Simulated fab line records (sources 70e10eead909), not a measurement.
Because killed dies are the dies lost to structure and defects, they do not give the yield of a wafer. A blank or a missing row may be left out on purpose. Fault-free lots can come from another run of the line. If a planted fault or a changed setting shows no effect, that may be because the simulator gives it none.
Chamber matching ; flow nandHarc ; 3 sister chambers for NHARC_A_STAIRCASE_DEP_322 on pecvd-04
The step deposits SiO2, target thk 3800 nm. 3 wafers are shown with their chamber, then 12 later ones without.

## WAFERS PAIRED WITH THEIR CHAMBERS
wafer;chamber;heaterPowerW (W)
L087.6;2;519
L085.5;0;615
L085.6;1;522

## WAFERS MISSING THEIR CHAMBER
wafer;heaterPowerW (W)
L088.1;750
L088.2;618
L088.4;567
L094.1;743
L094.3;690
L094.4;532
L095.1;755
L095.2;643
L095.3;589
L097.1;768
L097.3;639
L097.5;551

## WHICH CHAMBER EACH ONE RAN IN
wafer;from the rows above;in truth
L088.1;can't be placed: 0 or 1 or 2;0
L088.2;can't be placed: 0 or 1 or 2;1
L088.4;can't be placed: 1 or 0 or 2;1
L094.1;can't be placed: 0 or 1 or 2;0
L094.3;can't be placed: 0 or 1 or 2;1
L094.4;can't be placed: 1 or 2 or 0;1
L095.1;can't be placed: 0 or 1 or 2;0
L095.2;can't be placed: 0 or 1 or 2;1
L095.3;can't be placed: 0 or 1 or 2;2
L097.1;can't be placed: 0 or 1 or 2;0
L097.3;can't be placed: 0 or 1 or 2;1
L097.5;can't be placed: 1 or 2 or 0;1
Placed correctly: 0 of 12. These rows do not allow placing 12 (true chamber among the candidates in 12). Placed wrongly: 0.
How it was worked out, from the rows above alone: a wafer's distance from a chamber is the root of the sum, over the readings, of the square of ((its reading less the chamber's mean) divided by the reading's scatter). If the next closest chamber is less than 2 further off than the closest, the wafer can't be placed; otherwise it belongs to the closest. For every chamber, the mean is computed from those of its wafers that are shown. The scatter (one wafer shown for each chamber): square how far every hidden wafer sits from the nearest shown wafer, average those squares and take the square root.
